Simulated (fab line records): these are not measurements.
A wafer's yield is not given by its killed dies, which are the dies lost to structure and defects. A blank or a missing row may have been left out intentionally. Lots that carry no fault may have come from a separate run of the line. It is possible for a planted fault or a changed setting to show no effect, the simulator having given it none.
fab line records ; flow n5_finfet
record: lots: 6; wafers: 18; last_day: 18
route steps=1938 shown BEOL_M1@778 BEOL_M4@1111 PASSIVATION@1936
lots untouched by any fault: they come from a run of this same line in which no faults occurred
start_h: start of the lot's first displayed wafer, in hours after the record's first day ; wait_h: time in hours since the lot's previous step ; " unchanged from the row above ; L1.1+2: a row that stands for several wafers ; - no value present, or no start provided ; * or withheld: withheld ; < > ~ a bound
route shown NAME@n: a module of which the file shows steps, and the number in the route of the first ; usual: mean/standard deviation taken from wafers without a fault ; same: alike in all rows ; chamber/n: place in a boat ; sites: per-site readings ; _std_site: how widely they spread, as a standard deviation ; _edge_site: the outer-site mean with the inner-site mean subtracted ; radius_mm: for every site, how far away it sits from the centre of the wafer ; mask NAME#n: copy n ; behind: the most recent tool/chamber to have shaped the wafer ; hold: cause of the lot's hold/its duration in hours/its outcome ; device: which transistor (n, p or np) failed to switch ; end of line: the route-end tests of the same wafers ; a step given without rows: its recipe and nothing more ; killed: not the wafer's yield, but the dies lost to structure and defects at the first sort ; map: a wafer's dies, marking killed ones x, the rest . and places with no die _
set.NAME: setting as actually run; set.NAME@STEP: the setting as run at that earlier step ; model.NAME: the simulator's own value behind a step, which no gauge read
a table for each step, a row for each wafer; lots at some steps of the route
services: when a tool's chamber went out of use (start_h, in hours from the record's first day, below 0 if earlier), for how many hours, and the reason
== steps ==
step: N5_BEOL_M1_COAT_68
recipe: resist: SiARC; temp_c: 220; time_s: 60; spin_rpm: 1500; resist_thk_nm: 12
step: N5_BEOL_M1_COAT_76
recipe: resist: underlayer; temp_c: 205; time_s: 60; spin_rpm: 1500; resist_thk_nm: 5
step: N5_BEOL_M1_COAT_22
recipe: resist: CAR-EUV; spin_rpm: 1500; resist_thk_nm: 30
step: N5_BEOL_M1_EBR_24
recipe: solvent: PGMEA; ebr_width_mm: 1.5
step: N5_BEOL_M1_SOFTBAKE_23
recipe: temp_c: 110; time_s: 60; resist: CAR-EUV
step: N5_BEOL_M1_EXPOSE_25
recipe: mask_id: V0; na: 0.33; source_shape: quasar; sigma_inner: 0.2; sigma_outer: 0.8; polarization: unpolarized; defocus_nm: 5; target_cd_nm: 24; dose_mj: 63
step: N5_BEOL_M1_PEB_26
recipe: peb_temp_c: 100; peb_time_s: 60; resist: CAR-EUV
step: N5_BEOL_M1_DEVELOP_27
recipe: develop_time_s: 30; developer: TMAH; resist: CAR-EUV; rinse_liquid: surfactant_rinse; dry: air_spin; dev_temp_c: 23
step: N5_BEOL_M1_CD_MEAS_28
recipe: landing_energy_ev: 500; detector: se_inlens; target_cd_y_nm: 23.3
usual: cd_nm: 24.03/0.25
lot.wafer;tool;chamber;start_h;wait_h;cd_nm
L579.1;cd_sem-01;0;155.59;-;23.77
L579.5;cd_sem-01;0;155.59;-;23.88
L579.6;cd_sem-01;0;155.59;-;23.68
L584.1;cd_sem-03;0;194.85;-;23.95
L584.3;cd_sem-03;0;194.85;-;24.29
L584.5;cd_sem-03;0;194.85;-;24.33
L585.2;cd_sem-02;0;196.63;-;24.11
L585.3;cd_sem-02;0;196.63;-;24.17
L585.6;cd_sem-02;0;196.63;-;24.19
L592.2;cd_sem-03;0;235.46;-;23.36
L592.3;cd_sem-03;0;235.46;-;23.72
L592.6;cd_sem-03;0;235.46;-;24.22
L593.1;cd_sem-02;0;239.14;-;23.83
L593.2;cd_sem-02;0;239.14;-;23.63
L593.5;cd_sem-02;0;239.14;-;23.95
L596.1;cd_sem-03;0;273.75;-;23.65
L596.2;cd_sem-03;0;273.75;-;24.01
L596.3;cd_sem-03;0;273.75;-;23.76
step: N5_BEOL_M1_OVL_MEAS_29
recipe: points_per_wafer: 522
usual: V0_OVL: 0.0/0.55
lot.wafer;tool;chamber;start_h;wait_h;V0_OVL[nm]
L579.1;overlay-01;0;155.62;0.0;0.4
L579.5;overlay-01;0;155.62;0.0;0.2
L579.6;overlay-01;0;155.62;0.0;0.0
L584.1;overlay-02;0;194.88;0.0;0.6
L584.3;overlay-02;0;194.88;0.0;0.4
L584.5;overlay-02;0;194.88;0.0;-0.4
L585.2;overlay-02;0;196.67;0.0;-0.7
L585.3;overlay-02;0;196.67;0.0;-0.5
L585.6;overlay-02;0;196.67;0.0;-1.4
L592.2;overlay-01;0;235.49;0.0;-0.4
L592.3;overlay-01;0;235.49;0.0;0.2
L592.6;overlay-01;0;235.49;0.0;0.0
L593.1;overlay-01;0;239.17;0.0;-0.5
L593.2;overlay-01;0;239.17;0.0;0.1
L593.5;overlay-01;0;239.17;0.0;0.8
L596.1;overlay-02;0;273.78;0.0;0.9
L596.2;overlay-02;0;273.78;0.0;-0.2
L596.3;overlay-02;0;273.78;0.0;-0.5
step: N5_BEOL_M1_INSPECT_30
recipe: mode: adi; inspect_instrument: brightfield
usual: raw_defect_count: 404/79
lot.wafer;tool;chamber;start_h;wait_h;raw_defect_count
L579.1;defect_inspect-01;-;155.68;0.1;495
L579.5;defect_inspect-01;-;155.68;0.1;275
L579.6;defect_inspect-01;-;155.68;0.1;269
L584.1;defect_inspect-02;-;194.94;0.1;334
L584.3;defect_inspect-02;-;194.94;0.1;459
L584.5;defect_inspect-02;-;194.94;0.1;406
L585.2;defect_inspect-01;-;196.72;0.0;426
L585.3;defect_inspect-01;-;196.72;0.0;418
L585.6;defect_inspect-01;-;196.72;0.0;370
L592.2;defect_inspect-02;-;235.54;0.0;393
L592.3;defect_inspect-02;-;235.54;0.0;378
L592.6;defect_inspect-02;-;235.54;0.0;498
L593.1;defect_inspect-02;-;239.23;0.1;338
L593.2;defect_inspect-02;-;239.23;0.1;328
L593.5;defect_inspect-02;-;239.23;0.1;642
L596.1;defect_inspect-01;-;273.84;0.1;612
L596.2;defect_inspect-01;-;273.84;0.1;540
L596.3;defect_inspect-01;-;273.84;0.1;668
step: N5_BEOL_M1_DESCUM_33
recipe: chemistry: O2; time_s: 7; source_power_w: 50; bias_power_w: 20; pressure_mtorr: 20; rf_frequency_hz: 2.712e+07; temp_c: 40; resist: CAR-EUV; o2_flow_sccm: 225
usual: drypump_motor_current_A: 5.7/0.4; oes_product_au: 0.81/0.085; rf_vpp_V: 243.1/1.5; showerhead_plenum_p_Torr: 2.09/0.076; throttle_valve_pct: 20.46/0.25
lot.wafer;tool;chamber;start_h;wait_h;drypump_motor_current_A;oes_product_au;rf_hours_counter_h;rf_vpp_V;showerhead_plenum_p_Torr;throttle_valve_pct
L579.1;rie_diel-02;1;155.71;0.0;5.2;0.93;18;240.4;2.06;20.03
L579.5;rie_diel-02;0;155.71;0.0;5.0;0.80;-;240.8;1.93;20.54
L579.6;rie_diel-02;1;155.71;0.0;5.2;0.95;-;242.1;2.05;20.03
L584.1;rie_diel-04;3;194.98;0.0;6.1;0.95;12;242.8;2.06;20.34
L584.3;rie_diel-04;2;194.98;0.0;5.5;0.99;2;243.6;2.17;20.47
L584.5;rie_diel-04;2;194.98;0.0;5.5;0.99;-;243.5;2.17;20.47
L585.2;rie_diel-02;3;196.75;0.0;5.5;0.73;165;242.9;2.10;20.53
L585.3;rie_diel-02;2;196.75;0.0;5.7;0.68;230;242.4;2.05;20.23
L585.6;rie_diel-02;2;196.75;0.0;5.8;0.68;-;242.4;2.05;20.23
L592.2;rie_diel-02;0;235.90;0.4;5.0;0.77;165;242.5;1.92;20.60
L592.3;rie_diel-02;1;235.90;0.4;5.2;0.88;38;242.2;2.05;20.08
L592.6;rie_diel-02;0;235.90;0.4;5.0;0.77;-;238.6;1.92;20.59
L593.1;rie_diel-03;0;239.27;0.0;5.4;0.70;204;244.3;2.10;21.03
L593.2;rie_diel-03;3;239.27;0.0;6.3;0.79;121;244.3;2.19;20.47
L593.5;rie_diel-03;0;239.27;0.0;5.4;0.70;-;242.6;2.09;21.01
L596.1;rie_diel-02;1;274.08;0.2;5.2;0.86;52;243.8;2.04;20.11
L596.2;rie_diel-02;0;274.08;0.2;5.0;0.76;177;240.0;1.92;20.60
L596.3;rie_diel-02;3;274.08;0.2;5.4;0.71;189;244.4;2.09;20.55
step: N5_BEOL_M1_ETCH_77
recipe: chemistry: N2/H2; target: underlayer; target_depth_a: 65; mask_material: CAR-EUV; time_s: 5.2; ion_energy_ev: 200; pressure_mtorr: 30; source_w: 840; bias_w: 150; n2_flow_sccm: 200; h2_flow_sccm: 200; ends: cleared
usual: bias_w: 149.9/0.4; chamber_pressure_mTorr: 30.00/0.044; drypump_motor_current_A: 5.7/0.4; etch_rf_on_time_s: 5.19/0.099; oes_product_au: 0.69/0.069; rf_vpp_V: 523.5/2.9; showerhead_plenum_p_Torr: 2.54/0.09; throttle_valve_pct: 17.87/0.2
lot.wafer;tool;chamber;start_h;wait_h;bias_w;chamber_pressure_mTorr;drypump_motor_current_A;etch_rf_on_time_s;oes_product_au;rf_hours_counter_h;rf_vpp_V;showerhead_plenum_p_Torr;throttle_valve_pct;model.CAR-EUV_of_BEOL_M1_COAT_22.thk_nm
L579.1;rie_diel-02;1;155.75;0.0;149.4;29.97;5.2;5.09;0.78;18;521.9;2.49;17.58;20.2
L579.5;rie_diel-02;0;155.75;0.0;149.8;29.98;5.0;5.17;0.67;-;517.2;2.36;18.01;20.2
L579.6;rie_diel-02;1;155.75;0.0;150.0;29.96;5.2;5.12;0.78;-;519.4;2.49;17.55;20.2
L584.1;rie_diel-04;3;195.01;0.0;-;-;-;-;-;-;-;-;-;26
L584.3;rie_diel-04;2;195.01;0.0;-;-;-;-;-;-;-;-;-;26
L584.5;rie_diel-04;2;195.01;0.0;-;-;-;-;-;-;-;-;-;26.2
L585.2;rie_diel-02;3;196.79;0.0;-;-;-;-;-;-;-;-;-;26
L585.3;rie_diel-02;2;196.79;0.0;-;-;-;-;-;-;-;-;-;26
L585.6;rie_diel-02;2;196.79;0.0;-;-;-;-;-;-;-;-;-;26
L592.2;rie_diel-02;0;235.94;0.0;149.2;29.99;5.0;5.10;0.66;165;517.4;2.35;18.06;20.4
L592.3;rie_diel-02;1;235.94;0.0;149.6;29.97;5.2;5.11;0.74;38;521.7;2.48;17.60;20.4
L592.6;rie_diel-02;0;235.94;0.0;149.9;30.04;5.0;5.14;0.66;-;516.7;2.35;18.08;20.2
L593.1;rie_diel-03;0;239.30;0.0;149.5;30.06;5.4;5.27;0.60;204;522.1;2.52;18.34;20.2
L593.2;rie_diel-03;3;239.30;0.0;150.5;30.00;6.3;5.33;0.67;121;528.5;2.66;17.82;20.2
L593.5;rie_diel-03;0;239.30;0.0;150.2;30.05;5.4;5.17;0.60;-;522.4;2.52;18.35;20.2
L596.1;rie_diel-02;1;274.12;0.0;150.3;30.04;5.2;5.18;0.72;52;522.0;2.48;17.60;20.4
L596.2;rie_diel-02;0;274.12;0.0;150.4;30.02;5.0;5.13;0.65;177;517.0;2.35;18.09;20.2
L596.3;rie_diel-02;3;274.12;0.0;149.8;30.01;5.5;5.25;0.60;189;525.0;2.52;17.84;20.4
step: N5_BEOL_M1_ETCH_69
recipe: chemistry: CF4; target: SiARC; target_depth_a: 156; mask_material: CAR-EUV; time_s: 26; ion_energy_ev: 80; pressure_mtorr: 40; source_w: 545; bias_w: 36; Ar_flow_sccm: 100; cf4_flow_sccm: 100; ends: cleared
usual: bias_w: 36.01/0.11; cf4_flow_sccm: 100.03/0.27; drypump_motor_current_A: 5.7/0.4; etch_rf_on_time_s: 25.8/0.49; oes_product_au: 0.69/0.07; rf_vpp_V: 184.0/1.3; showerhead_plenum_p_Torr: 2.14/0.073; throttle_valve_pct: 15.62/0.23
lot.wafer;tool;chamber;start_h;wait_h;bias_w;cf4_flow_sccm;drypump_motor_current_A;etch_rf_on_time_s;oes_product_au;rf_hours_counter_h;rf_vpp_V;showerhead_plenum_p_Torr;throttle_valve_pct
L579.1;rie_diel-02;1;155.76;0.0;35.90;99.83;5.2;25.5;0.78;18;183.0;2.10;15.18
L579.5;rie_diel-02;0;155.76;0.0;36.29;100.39;5.0;25.6;0.67;-;181.8;1.99;15.71
L579.6;rie_diel-02;1;155.76;0.0;36.12;100.23;5.2;25.4;0.79;-;183.4;2.10;15.18
L584.1;rie_diel-04;3;195.03;0.0;35.99;99.79;6.0;25.0;0.81;12;183.2;2.10;15.42
L584.3;rie_diel-04;2;195.03;0.0;35.83;99.86;5.5;25.7;0.84;2;185.1;2.20;15.45
L584.5;rie_diel-04;2;195.03;0.0;35.98;99.72;5.5;26.0;0.82;-;184.9;2.20;15.44
L585.2;rie_diel-02;3;196.81;0.0;36.21;100.14;5.5;26.1;0.62;165;184.3;2.14;15.67
L585.3;rie_diel-02;2;196.81;0.0;36.02;100.47;5.7;26.0;0.59;230;184.9;2.12;15.61
L585.6;rie_diel-02;2;196.81;0.0;35.92;100.20;5.8;26.0;0.58;-;184.0;2.12;15.64
L592.2;rie_diel-02;0;235.95;0.0;36.05;100.22;5.0;25.7;0.65;165;180.6;1.98;15.76
L592.3;rie_diel-02;1;235.95;0.0;35.95;100.04;5.2;25.6;0.74;38;183.3;2.09;15.20
L592.6;rie_diel-02;0;235.95;0.0;35.95;100.12;5.0;25.4;0.66;-;181.1;1.98;15.74
L593.1;rie_diel-03;0;239.32;0.0;36.07;100.36;5.4;26.1;0.61;204;183.8;2.14;16.09
L593.2;rie_diel-03;3;239.32;0.0;36.02;100.16;6.3;26.4;0.68;121;185.3;2.24;15.71
L593.5;rie_diel-03;0;239.32;0.0;36.03;100.54;5.4;26.4;0.60;-;183.4;2.14;16.11
L596.1;rie_diel-02;1;274.13;0.0;36.04;100.36;5.2;25.7;0.73;52;185.6;2.09;15.25
L596.2;rie_diel-02;0;274.13;0.0;36.06;100.14;5.0;25.5;0.65;177;182.8;1.97;15.78
L596.3;rie_diel-02;3;274.13;0.0;36.07;100.04;5.4;26.2;0.61;190;184.0;2.13;15.71
step: N5_BEOL_M1_ALD_98
recipe: material: SiO2; target_thk_a: 25; temp_c: 100; ald_precursor_family: BDEAS; ald_co_reactant: O2-plasma; pulse_time_s: 1; co_reactant_pulse_time_s: 1; purge_time_s: 2; co_reactant_purge_time_s: 2; ald_cycles: 17; pressure_torr: 2
usual: heater_power_w: 76/7.5; precursor_pulse_height_rel: 0.998/0.02
lot.wafer;tool;chamber;start_h;wait_h;heater_power_w;precursor_pulse_height_rel
L579.1;ald_sin-04;3;155.85;0.1;83;0.997
L579.5;ald_sin-04;2;155.85;0.1;79;1.000
L579.6;ald_sin-04;1;155.85;0.1;71;0.981
L584.1;ald_sin-04;3;195.11;0.1;83;0.981
L584.3;ald_sin-04;2;195.11;0.1;79;1.006
L584.5;ald_sin-04;1;195.11;0.1;72;0.986
L585.2;ald_sin-02;1;196.89;0.1;77;1.012
L585.3;ald_sin-02;3;196.89;0.1;89;1.007
L585.6;ald_sin-02;0;196.89;0.1;68;1.043
L592.2;ald_sin-01;2;236.04;0.1;64;1.014
L592.3;ald_sin-01;0;236.04;0.1;86;1.005
L592.6;ald_sin-01;0;236.04;0.1;87;0.994
L593.1;ald_sin-01;1;239.40;0.1;71;0.971
L593.2;ald_sin-01;2;239.40;0.1;65;0.992
L593.5;ald_sin-01;3;239.40;0.1;85;1.018
L596.1;ald_sin-01;2;274.22;0.1;65;0.981
L596.2;ald_sin-01;1;274.22;0.1;73;0.970
L596.3;ald_sin-01;3;274.22;0.1;84;0.994
step: N5_BEOL_M1_ETCHBACK_99
recipe: chemistry: CHF3; target: SiO2; target_depth_a: 50; time_s: 10.4; source_w: 215; bias_w: 47; Ar_flow_sccm: 200; CHF3_flow_sccm: 12; ion_energy_ev: 100; pressure_mtorr: 30
usual: drypump_motor_current_A: 5.7/0.42; oes_product_au: 0.80/0.082; rf_vpp_V: 240/4.9; showerhead_plenum_p_Torr: 2.13/0.079; throttle_valve_pct: 17.10/0.18
lot.wafer;tool;chamber;start_h;wait_h;drypump_motor_current_A;oes_product_au;rf_hours_counter_h;rf_vpp_V;showerhead_plenum_p_Torr;throttle_valve_pct;model.CAR-EUV_of_BEOL_M1_COAT_22.thk_nm
L579.1;rie_diel-02;0;167.25;11.4;5.0;0.79;143;233;1.99;17.20;10.2
L579.5;rie_diel-02;3;167.25;11.4;5.4;0.73;-;251;2.15;17.08;10.4
L579.6;rie_diel-02;0;167.25;11.4;5.0;0.79;-;237;1.99;17.21;10.4
L585.2;rie_diel-02;3;205.50;8.6;5.4;0.73;167;249;2.14;17.12;16.2
L585.3;rie_diel-02;0;205.50;8.6;5.0;0.77;155;234;1.99;17.22;16.2
L585.6;rie_diel-02;0;205.50;8.6;5.0;0.77;-;235;1.99;17.22;16
L584.1;rie_diel-02;3;208.84;13.7;5.5;0.73;168;248;2.14;17.10;16.2
L584.3;rie_diel-02;0;208.84;13.7;5.0;0.78;155;235;1.99;17.23;16.2
L584.5;rie_diel-02;0;208.84;13.7;5.0;0.77;-;234;1.99;17.23;16.2
L592.2;rie_diel-03;0;237.43;1.3;5.4;0.71;204;240;2.14;17.51;10.4
L592.3;rie_diel-03;3;237.43;1.3;6.3;0.79;121;234;2.27;17.24;10.4
L592.6;rie_diel-03;3;237.43;1.3;6.3;0.79;-;236;2.27;17.22;10.4
L593.1;rie_diel-02;0;240.84;1.4;5.0;0.77;166;235;1.98;17.23;10.2
L593.2;rie_diel-02;1;240.84;1.4;5.2;0.87;40;237;2.10;16.71;10.2
L593.5;rie_diel-02;1;240.84;1.4;5.2;0.87;-;238;2.10;16.71;10.2
L596.1;rie_diel-03;0;280.78;6.5;5.4;0.71;212;240;2.14;17.54;10.4
L596.2;rie_diel-03;1;280.78;6.5;5.8;0.90;28;233;2.21;16.97;10.2
L596.3;rie_diel-03;2;280.78;6.5;5.7;0.81;83;239;2.16;17.03;10.4
step: N5_BEOL_M1_ETCH_70
recipe: chemistry: N2/H2; target: SOC; target_depth_a: 800; overetch_a: 160; mask_material: SiARC; temp_c: 40; time_s: 120; ion_energy_ev: 200; pressure_mtorr: 30; source_w: 840; bias_w: 150; n2_flow_sccm: 200; h2_flow_sccm: 200
usual: bias_w: 150.0/0.37; chamber_pressure_mTorr: 30.002/0.028; drypump_motor_current_A: 5.7/0.42; oes_product_au: 0.61/0.059; rf_vpp_V: 523.1/2.8; showerhead_plenum_p_Torr: 2.52/0.094; throttle_valve_pct: 17.82/0.18
lot.wafer;tool;chamber;start_h;wait_h;bias_w;chamber_pressure_mTorr;drypump_motor_current_A;oes_product_au;rf_hours_counter_h;rf_vpp_V;showerhead_plenum_p_Torr;throttle_valve_pct
L579.1;rie_diel-02;0;167.29;0.0;150.1;30.018;5.0;0.59;143;520.3;2.36;17.96
L579.5;rie_diel-02;3;167.29;0.0;149.9;30.033;5.4;0.55;-;523.4;2.53;17.75
L579.6;rie_diel-02;0;167.29;0.0;150.5;30.059;5.0;0.59;-;518.5;2.36;17.99
L585.2;rie_diel-02;3;205.53;0.0;150.3;30.049;5.5;0.56;167;525.6;2.53;17.78
L585.3;rie_diel-02;0;205.53;0.0;150.7;30.055;5.0;0.59;155;516.6;2.36;17.99
L585.6;rie_diel-02;0;205.53;0.0;150.5;29.989;5.0;0.59;-;517.2;2.36;18.00
L584.1;rie_diel-02;3;208.88;0.0;149.9;29.971;5.5;0.56;168;523.7;2.53;17.78
L584.3;rie_diel-02;0;208.88;0.0;149.8;29.954;5.0;0.60;155;519.0;2.36;18.00
L584.5;rie_diel-02;0;208.88;0.0;149.2;29.994;5.0;0.59;-;517.9;2.36;18.00
L592.2;rie_diel-03;0;237.46;0.0;149.9;29.977;5.4;0.55;204;522.7;2.52;18.29
L592.3;rie_diel-03;3;237.46;0.0;150.0;30.004;6.3;0.61;121;527.9;2.66;17.79
L592.6;rie_diel-03;3;237.46;0.0;150.5;30.015;6.3;0.61;-;527.1;2.66;17.77
L593.1;rie_diel-02;0;240.87;0.0;150.0;30.027;5.0;0.58;166;519.0;2.35;18.01
L593.2;rie_diel-02;1;240.87;0.0;150.2;30.019;5.2;0.66;40;522.6;2.48;17.54
L593.5;rie_diel-02;1;240.87;0.0;149.9;29.985;5.2;0.65;-;522.2;2.48;17.54
L596.1;rie_diel-03;0;280.82;0.0;149.3;30.026;5.4;0.55;212;522.4;2.52;18.31
L596.2;rie_diel-03;1;280.82;0.0;149.9;30.061;5.8;0.68;28;526.1;2.61;17.80
L596.3;rie_diel-03;2;280.82;0.0;149.8;30.012;5.7;0.62;83;522.9;2.57;17.81
step: N5_BEOL_M4_RC_MEAS_101
usual: DIBL_N: 36.0/1.7; DIBL_P: 36.2/2.3; IOFF_N: 0.16/0.03; IOFF_P: 0.21/0.036; ION_N: 679/11; ION_P: 465/7.1; SS_N: 71.4/0.58; SS_P: 73.3/0.75; VT_N: 249/3.1; VT_P: -251/3.5
lot.wafer;tool;chamber;start_h;wait_h;DIBL_N[mV/V];DIBL_P[mV/V];IOFF_N[nA/um];IOFF_P[nA/um];ION_N[uA/um];ION_P[uA/um];SS_N[mV/dec];SS_P[mV/dec];VT_N[mV];VT_P[mV]
L579.1;prober-02;0;206.19;0.0;36.3;35.2;0.15;0.18;668;458;71.0;73.9;249;-252
L579.5;prober-02;0;206.19;0.0;36.2;35.1;0.15;0.19;675;465;70.8;73.2;250;-251
L579.6;prober-02;0;206.19;0.0;35.5;34.5;0.13;0.17;673;454;70.7;73.2;253;-253
L585.2;prober-01;0;250.87;0.2;34.0;34.2;0.14;0.19;671;466;70.7;72.8;249;-251
L585.3;prober-01;0;250.87;0.2;35.5;36.3;0.17;0.23;691;473;72.0;73.1;246;-251
L585.6;prober-01;0;250.87;0.2;34.0;33.4;0.14;0.19;664;460;71.7;72.7;250;-252
L584.1;prober-02;0;251.13;0.0;35.7;36.0;0.16;0.22;681;470;70.8;73.1;251;-248
L584.3;prober-02;0;251.13;0.0;37.0;37.3;0.17;0.25;682;467;70.8;73.5;246;-246
L584.5;prober-02;0;251.13;0.0;35.4;35.4;0.14;0.21;662;467;71.4;73.1;253;-249
L592.2;prober-02;0;280.38;0.2;33.9;34.4;0.11;0.18;665;461;70.8;72.9;252;-251
L592.3;prober-02;0;280.38;0.2;38.7;39.9;0.19;0.25;700;474;72.0;74.0;248;-247
L592.6;prober-02;0;280.38;0.2;34.8;34.9;0.13;0.17;672;462;70.9;72.3;253;-253
L593.1;prober-02;0;283.56;0.0;34.7;37.0;0.15;0.19;681;464;71.3;73.2;246;-253
L593.2;prober-02;0;283.56;0.0;34.5;35.4;0.15;0.16;683;457;71.2;73.1;249;-252
L593.5;prober-02;0;283.56;0.0;36.7;39.0;0.19;0.22;686;468;72.2;74.2;245;-251
L596.1;prober-02;0;320.85;0.0;40.9;42.9;0.25;0.31;697;469;72.0;74.5;242;-244
L596.2;prober-02;0;320.85;0.0;34.9;37.2;0.15;0.21;676;467;71.2;72.6;250;-249
L596.3;prober-02;0;320.85;0.0;34.0;35.8;0.13;0.17;665;456;70.7;72.6;254;-252
step: N5_PASSIVATION_PROBE_49
usual: defect_limited_yield: 91.3/1.5; killed_at_M0_to_M3: 31/11; killed_at_M4_up: 14/5.1; killed_at_contacts: 12/5.6; killed_at_front_end: 42/12; killed_at_other: 3.8/2.9; killed_dies: 103/18; killed_open: 67/14; killed_short: 33/8; sort_bin_5_function: 5.1/1; sort_bin_6_memory: 3.2/0.75; sort_n_pass: 1077/18; sort_yield_pct: 91.3/1.5
same: gross_dies: 1180; killed_at_back_side: 0; sort_bin_4_leakage[%]: 0; sort_bin_8_speed[%]: 0
lot.wafer;tool;chamber;start_h;wait_h;defect_limited_yield[%];killed_at_M0_to_M3;killed_at_M4_up;killed_at_contacts;killed_at_front_end;killed_at_other;killed_dies;killed_open;killed_short;sort_bin_5_function[%];sort_bin_6_memory[%];sort_n_pass;sort_yield_pct[%]
L579.1;prober-02;-;315.82;0.0;92.7;17;23;19;26;1;86;57;24;4.2;2.8;1094;92.7
L579.5;prober-02;-;316.02;0.2;91.9;23;4;15;52;2;96;71;25;5.3;2.5;1084;91.9
L579.6;prober-02;-;316.07;0.3;91.5;31;6;13;49;1;100;68;27;5.2;2.6;1080;91.5
killed by level:class
L579.1 BEOL_M4:geometric_particle:open=17 MOL_CONTACT_COAG:geometric_particle:open=15 BEOL_M1:geometric_particle:open=7 STI_FIN_REVEAL:geometric_particle:open=6 MOL_CONTACT_COAG:geometric_particle:short=4 BEOL_M0_SAQP:geometric_particle:short=4 FIN_SAQP:geometric_particle:short=3 BEOL_M4:geometric_particle:short=3
L579.5 FIN_SAQP:geometric_particle:open=20 MOL_CONTACT_COAG:geometric_particle:open=13 STI_FIN_REVEAL:geometric_particle:open=9 BEOL_M1:geometric_particle:open=8 FIN_SAQP:geometric_particle:short=4 BEOL_M0_SAQP:geometric_particle:open=4 STARTING-WAFER:geometric_particle:open=4 DUMMY_GATE:geometric_particle:open=3
L579.6 STI_FIN_REVEAL:geometric_particle:open=15 BEOL_M0_SAQP:geometric_particle:open=12 MOL_CONTACT_COAG:geometric_particle:open=10 STI_FIN_REVEAL:geometric_particle:short=7 BEOL_M0_SAQP:geometric_particle:short=7 BEOL_M3:geometric_particle:open=7 FIN_SAQP:geometric_particle:short=4 FIN_SAQP:geometric_particle:open=4
== services ==
tool;chamber;start_h;hours;kind
rie_diel-04;3;136.92;-;clean
rie_diel-04;3;136.92;-;consumable_replace:focus_ring
rie_diel-04;3;136.92;28.0;scheduled_down
rie_diel-03;1;144.94;3.3;repair
rie_diel-03;1;148.25;-;clean
rie_diel-03;1;148.25;-;consumable_replace:esc
rie_diel-03;1;148.25;-;consumable_replace:focus_ring
rie_diel-03;1;148.25;23.6;scheduled_down
rie_diel-03;1;148.25;23.6;vent_cycle
ald_sin-04;3;161.32;9.1;repair
ald_sin-01;-;178.60;14.0;pm
rie_diel-02;-;197.02;0.7;repair
rie_diel-02;1;204.40;10.7;repair
ald_sin-04;1;221.87;4.1;repair
rie_diel-03;0;239.43;7.2;repair
ald_sin-02;-;248.91;2.8;pm
ald_sin-04;2;255.77;4.5;repair
rie_diel-02;0;259.82;6.2;repair
rie_diel-02;2;266.34;-;clean
rie_diel-02;2;266.34;-;consumable_replace:focus_ring
rie_diel-02;2;266.34;18.4;scheduled_down
rie_diel-02;2;266.34;18.4;vent_cycle
ald_sin-04;-;268.25;14.0;pm
rie_diel-04;2;277.56;5.6;repair
== key ==
first_sign: step: N5_BEOL_M1_ETCH_77; reading: tool_record; direction: missing
effect none on later readings
model_effect: step: N5_BEOL_M1_ETCH_77; value: CAR-EUV_of_BEOL_M1_COAT_22.thk_nm; without: 20.33; struck: 26.03
model_effect: step: N5_BEOL_M1_ETCHBACK_99; value: CAR-EUV_of_BEOL_M1_COAT_22.thk_nm; without: 10.4; struck: 16.17
met_at N5_BEOL_M1_ETCH_77
struck_wafers L584.1,L584.3,L584.5,L585.2,L585.3,L585.6
baseline_loss: step: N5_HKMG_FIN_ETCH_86; wafers: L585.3
onset_between 155.75 195.01
fault: kind: skipped_step_whole; tool: rie_diel-02,rie_diel-04; chamber: -; onset_h: 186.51; steps: N5_BEOL_M1_ETCH_77; scope: struck_lots_only
baseline_loss: these wafers lose ten dies or more at that step, a loss of the line's own and not of a fault; the sort's usual values leave them out
